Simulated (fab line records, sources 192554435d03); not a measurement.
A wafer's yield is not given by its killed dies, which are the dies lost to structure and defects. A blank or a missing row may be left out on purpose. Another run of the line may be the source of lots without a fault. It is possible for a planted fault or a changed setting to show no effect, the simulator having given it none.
Chamber matching / flow n5 finfet / 4 sister chambers for N5_BEOL_M4_STRIP_36 on rie diel-01
The step strips in N2/H2. 22 wafers are shown with their chamber, then 11 later ones without.

## WAFERS PAIRED WITH THEIR CHAMBERS
wafer=L074.1; chamber=2; showerhead plenum p Torr (Torr)=2.62; drypump motor current A (A)=5.4; throttle valve pct (%)=23.68
wafer=L074.4; chamber=0; showerhead plenum p Torr (Torr)=2.43; drypump motor current A (A)=6.2; throttle valve pct (%)=23.52
wafer=L074.6; chamber=1; showerhead plenum p Torr (Torr)=2.49; drypump motor current A (A)=6.5; throttle valve pct (%)=23.46
wafer=L078.2; chamber=0; showerhead plenum p Torr (Torr)=2.42; drypump motor current A (A)=6.3; throttle valve pct (%)=23.57
wafer=L078.3; chamber=1; showerhead plenum p Torr (Torr)=2.49; drypump motor current A (A)=6.5; throttle valve pct (%)=23.50
wafer=L078.6; chamber=2; showerhead plenum p Torr (Torr)=2.61; drypump motor current A (A)=5.4; throttle valve pct (%)=23.67
wafer=L077.4; chamber=3; showerhead plenum p Torr (Torr)=2.31; drypump motor current A (A)=5.1; throttle valve pct (%)=23.06
wafer=L077.5; chamber=0; showerhead plenum p Torr (Torr)=2.42; drypump motor current A (A)=6.2; throttle valve pct (%)=23.57
wafer=L077.6; chamber=1; showerhead plenum p Torr (Torr)=2.49; drypump motor current A (A)=6.5; throttle valve pct (%)=23.48
wafer=L080.2; chamber=3; showerhead plenum p Torr (Torr)=2.30; drypump motor current A (A)=5.1; throttle valve pct (%)=23.08
wafer=L080.4; chamber=1; showerhead plenum p Torr (Torr)=2.48; drypump motor current A (A)=6.5; throttle valve pct (%)=23.51
wafer=L080.5; chamber=0; showerhead plenum p Torr (Torr)=2.42; drypump motor current A (A)=6.3; throttle valve pct (%)=23.56
wafer=L082.1; chamber=3; showerhead plenum p Torr (Torr)=2.30; drypump motor current A (A)=5.1; throttle valve pct (%)=23.09
wafer=L082.3; chamber=0; showerhead plenum p Torr (Torr)=2.42; drypump motor current A (A)=6.2; throttle valve pct (%)=23.59
wafer=L082.4; chamber=2; showerhead plenum p Torr (Torr)=2.61; drypump motor current A (A)=5.4; throttle valve pct (%)=23.72
wafer=L084.1; chamber=1; showerhead plenum p Torr (Torr)=2.48; drypump motor current A (A)=6.4; throttle valve pct (%)=23.50
wafer=L084.3; chamber=3; showerhead plenum p Torr (Torr)=2.30; drypump motor current A (A)=5.2; throttle valve pct (%)=23.11
wafer=L084.4; chamber=2; showerhead plenum p Torr (Torr)=2.61; drypump motor current A (A)=5.4; throttle valve pct (%)=23.70
wafer=L085.1; chamber=0; showerhead plenum p Torr (Torr)=2.41; drypump motor current A (A)=6.2; throttle valve pct (%)=23.60
wafer=L085.4; chamber=3; showerhead plenum p Torr (Torr)=2.30; drypump motor current A (A)=5.1; throttle valve pct (%)=23.12
wafer=L085.6; chamber=3; showerhead plenum p Torr (Torr)=2.30; drypump motor current A (A)=5.2; throttle valve pct (%)=23.12
wafer=L089.2; chamber=0; showerhead plenum p Torr (Torr)=2.41; drypump motor current A (A)=6.2; throttle valve pct (%)=23.59

SIGNATURES (averages over the wafers above)
reading=showerhead plenum p Torr; chamber 0=2.4186; chamber 1=2.4860; chamber 2=2.6125; chamber 3=2.3017; scatter within a chamber=0.0056
reading=drypump motor current A; chamber 0=6.229; chamber 1=6.480; chamber 2=5.400; chamber 3=5.133; scatter within a chamber=0.0445
reading=throttle valve pct; chamber 0=23.5714; chamber 1=23.4900; chamber 2=23.6925; chamber 3=23.0967; scatter within a chamber=0.0239
Rule: for each reading, subtract the chamber's mean from the wafer's reading, divide by that reading's scatter and square the result; add these up over the readings and take the root, which gives the wafer's distance from the chamber. The wafer belongs to the nearest chamber; if the next one is less than 2 further off, it can't be placed. The scatter is the square root of a quotient: the sum, over the shown wafers, of each reading's squared deviation from its chamber's mean, divided by wafers minus chambers.

## WAFERS MISSING THEIR CHAMBER
wafer=L089.3; showerhead plenum p Torr (Torr)=2.30; drypump motor current A (A)=5.1; throttle valve pct (%)=23.11
wafer=L089.5; showerhead plenum p Torr (Torr)=2.30; drypump motor current A (A)=5.1; throttle valve pct (%)=23.13
wafer=L091.2; showerhead plenum p Torr (Torr)=2.41; drypump motor current A (A)=6.2; throttle valve pct (%)=23.61
wafer=L091.5; showerhead plenum p Torr (Torr)=2.47; drypump motor current A (A)=6.4; throttle valve pct (%)=23.54
wafer=L091.6; showerhead plenum p Torr (Torr)=2.41; drypump motor current A (A)=6.2; throttle valve pct (%)=23.60
wafer=L092.1; showerhead plenum p Torr (Torr)=2.41; drypump motor current A (A)=6.2; throttle valve pct (%)=23.59
wafer=L092.2; showerhead plenum p Torr (Torr)=2.47; drypump motor current A (A)=6.4; throttle valve pct (%)=23.54
wafer=L092.4; showerhead plenum p Torr (Torr)=2.41; drypump motor current A (A)=6.2; throttle valve pct (%)=23.62
wafer=L095.2; showerhead plenum p Torr (Torr)=2.29; drypump motor current A (A)=5.1; throttle valve pct (%)=23.13
wafer=L095.5; showerhead plenum p Torr (Torr)=2.47; drypump motor current A (A)=6.5; throttle valve pct (%)=23.59
wafer=L095.6; showerhead plenum p Torr (Torr)=2.29; drypump motor current A (A)=5.1; throttle valve pct (%)=23.14

## WHICH CHAMBER EACH ONE RAN IN
wafer=L089.3; from the rows above=3; in truth=3
wafer=L089.5; from the rows above=3; in truth=3
wafer=L091.2; from the rows above=0; in truth=0
wafer=L091.5; from the rows above=1; in truth=1
wafer=L091.6; from the rows above=0; in truth=0
wafer=L092.1; from the rows above=0; in truth=0
wafer=L092.2; from the rows above=1; in truth=1
wafer=L092.4; from the rows above=0; in truth=0
wafer=L095.2; from the rows above=3; in truth=3
wafer=L095.5; from the rows above=1; in truth=1
wafer=L095.6; from the rows above=3; in truth=3
11 of 11 placed correctly. Number that these rows cannot place: 0. Wrongly placed: 0.
